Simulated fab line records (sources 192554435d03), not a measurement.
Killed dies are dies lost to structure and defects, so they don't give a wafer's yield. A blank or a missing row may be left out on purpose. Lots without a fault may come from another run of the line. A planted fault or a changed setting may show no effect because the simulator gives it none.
Struck lot and sound lot, side by side || flow n5Finfet || 38 out of 1938 route steps
Sound: these wafers, L514.2, L514.5, L514.6. Struck: wafer L498.5. (L498.3, L498.6 of the same lot were not struck and are left out.) The cause comes at the end.
For every step that has rows: the tool of each side, followed by ch and its chambers, followed by its first start. Under that, the readings that differ: sound wafers || struck wafers || difference of the means || sigmas: that difference in standard deviations of wafers without a fault.
alike: readings whose means differ by less than 2 such deviations, and words and numbers that are the same on both sides. not compared: withheld readings, readings that some wafer has no value for, bounds like >300 that may hide the same value, and numbers for which the record gives no deviation and whose values overlap.
A row with sigmas, a row that says differs or no value, or rows on one side alone: a step with any of these is where the two part. When numbers do not overlap yet have no deviation, they are printed without sigmas and do not part them. A reading that every wafer of one side lacks parts them only if that side has two wafers or more.

first, 9 steps without rows for these wafers: N5_MOL_CONTACT_COAG_SPUTTER_130 (material Co, target thk 47.5 nm); N5_MOL_CONTACT_COAG_PRECLEAN_125 (cleans in DIW, time 57.5 s); N5_MOL_CONTACT_COAG_SRD_126 (dry time 32 s); N5_MOL_CONTACT_COAG_CMP_23 (polishes, stops on SiO2, t overpolish 1.5 s, target thk 0 nm); N5_MOL_CONTACT_COAG_WET_ETCH_26 (target Co, target depth 13 nm); N5_MOL_CONTACT_COAG_WET_ETCH_116 (etches the open film in SC1-inhibited, target depth 4.6 nm, rinse time 30 s); N5_MOL_CONTACT_COAG_ALD_27 (deposits SiOC, target thk 17 nm, pulse time 1.5 s, time 2720 s); N5_MOL_CONTACT_COAG_CMP_28 (polishes, stops on SiNx, t overpolish 0.85 s, target thk 14.522 nm); N5_MOL_CONTACT_COAG_ALD_123 (deposits SiNx, target thk 5 nm, pulse time 1 s, purge time 2 s).
N5_MOL_CONTACT_COAG_PECVD_31: deposits SiO2 from TEOS/O2, target thk 46 nm, time 8.9 s.
  sound on pecvd-02 ch 1,2, day 10 05:19; struck on pecvd-01 ch 2, day 6 08:55
{"reading": "susceptorTempC (C)", "sound": "400.18 400.00 399.50", "struck": 384.23, "difference": -15.66, "sigmas": -71}
{"reading": "model.SiO2_of_MOL_CONTACT_COAG_PECVD_31.thkNm (nm)", "sound": "45.4 46.2 45.6", "struck": 50, "difference": "+4", "sigmas": ""}
then, 19 steps without rows for these wafers: N5_MOL_CONTACT_COAG_COAT_75 (time 60 s, resist thk 60 nm); N5_MOL_CONTACT_COAG_COAT_76 (time 60 s, resist thk 10 nm); N5_MOL_CONTACT_COAG_COAT_77 (time 60 s, resist thk 10 nm); N5_MOL_CONTACT_COAG_COAT_78 (resist thk 40 nm); N5_MOL_CONTACT_COAG_EBR_80; N5_MOL_CONTACT_COAG_SOFTBAKE_79 (time 60 s); N5_MOL_CONTACT_COAG_EXPOSE_81 (exposes mask VG, defocus 0 nm); N5_MOL_CONTACT_COAG_PEB_82 (peb time 60 s); N5_MOL_CONTACT_COAG_DEVELOP_83 (develop time 30 s); N5_MOL_CONTACT_COAG_DESCUM_88 (chemistry O2, time 7 s); N5_MOL_CONTACT_COAG_ETCH_89 (etches underlayer in N2/H2, target depth 13 nm, time 10.4 s); N5_MOL_CONTACT_COAG_ETCH_90 (etches SiARC in CF4, target depth 13 nm, time 21.7 s); N5_MOL_CONTACT_COAG_ALD_131 (deposits SiO2, target thk 5 nm, pulse time 1 s, co reactant pulse time 1 s); N5_MOL_CONTACT_COAG_ETCHBACK_132 (etches SiO2 in CHF3, target depth 10 nm, time 6.7 s); N5_MOL_CONTACT_COAG_ETCH_91 (etches SOC in N2/H2, target depth 60 nm, overetch 21 nm, time 101.2 s); N5_MOL_CONTACT_COAG_STRIP_92 (strips in N2/H2); N5_MOL_CONTACT_COAG_STRIP_93 (strips in N2/H2); N5_MOL_CONTACT_COAG_ETCHBACK_135 (etches SiO2 in CHF3, target depth 25 nm, time 16.7 s); N5_MOL_CONTACT_COAG_STRIP_118 (strips in CHF3).
N5_MOL_CONTACT_COAG_VIA_ETCH_46: etches SiO2 in C4F6/O2, target depth 46 nm, overetch 9.2 nm, time 40 s.
  sound on rieDiel-01 ch 0,1, day 10 08:31; struck on rieDiel-03 ch 2, day 6 09:51
{"reading": "model.etch.depthNm (nm)", "sound": "45.32 46.29 45.62", "struck": 50, "difference": "+4", "sigmas": ""}
  alike: drypumpMotorCurrentA, oesProductAu, rfVppV, showerheadPlenumPTorr, throttleValvePct
  not compared: rfHoursCounterH
then, 5 steps without rows for these wafers: N5_MOL_CONTACT_COAG_STRIP_96 (strips in N2/H2); N5_MOL_CONTACT_COAG_ETCH_47 (etches SiNx in CH3F/O2, stops on W, target depth 27 nm); N5_MOL_CONTACT_COAG_STRIP_119 (strips in N2/H2, time 30 s); N5_MOL_CONTACT_COAG_PRECLEAN_144 (cleans in alkaline clean, time 60 s); N5_MOL_CONTACT_COAG_SRD_145 (time 30 s).
N5_MOL_CONTACT_COAG_CMP_52: polishes, stops on SiO2, t overpolish 1.5 s, target thk 66.5 nm.
  sound on cmp-04 ch 0,1, day 10 11:01; struck on cmp-02 ch 3, day 6 12:13
{"reading": "model.SiO2_of_MOL_CONTACT_COAG_PECVD_31.thkNm (nm)", "sound": "43.2 44.2 43.6", "struck": 48, "difference": "+4", "sigmas": ""}
  alike: motorCurrentA, slurryFilterDpKPa, slurryFlowMlMin
N5_MOL_CONTACT_COAG_THK_MEAS_53:
  sound: filmMetro-02 at day 10 11:19; struck: filmMetro-02 at day 6 12:24
{"reading": "VIA_MOL_THK (nm)", "sound": "43.2 44.3 43.5", "struck": 48.0, "difference": "+4.3", "sigmas": "+7"}
-- here the record skips 9 days between the struck wafers' starts before and after, leaving off in module MOL_CONTACT_COAG and picking up in module PASSIVATION (first step shown: number 1936 of the route) --
N5_PASSIVATION_PROBE_49:
  rows exist in the record for the struck wafers here (prober-02, day 15 12:45), but not for the sound ones

== WHERE THEY PART ==
Earliest at N5_MOL_CONTACT_COAG_PECVD_31; latest, in this record, at N5_PASSIVATION_PROBE_49.

WHY: whatever the simulator had introduced
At N5_MOL_CONTACT_COAG_PECVD_31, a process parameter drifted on pecvd-01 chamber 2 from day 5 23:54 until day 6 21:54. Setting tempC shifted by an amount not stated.
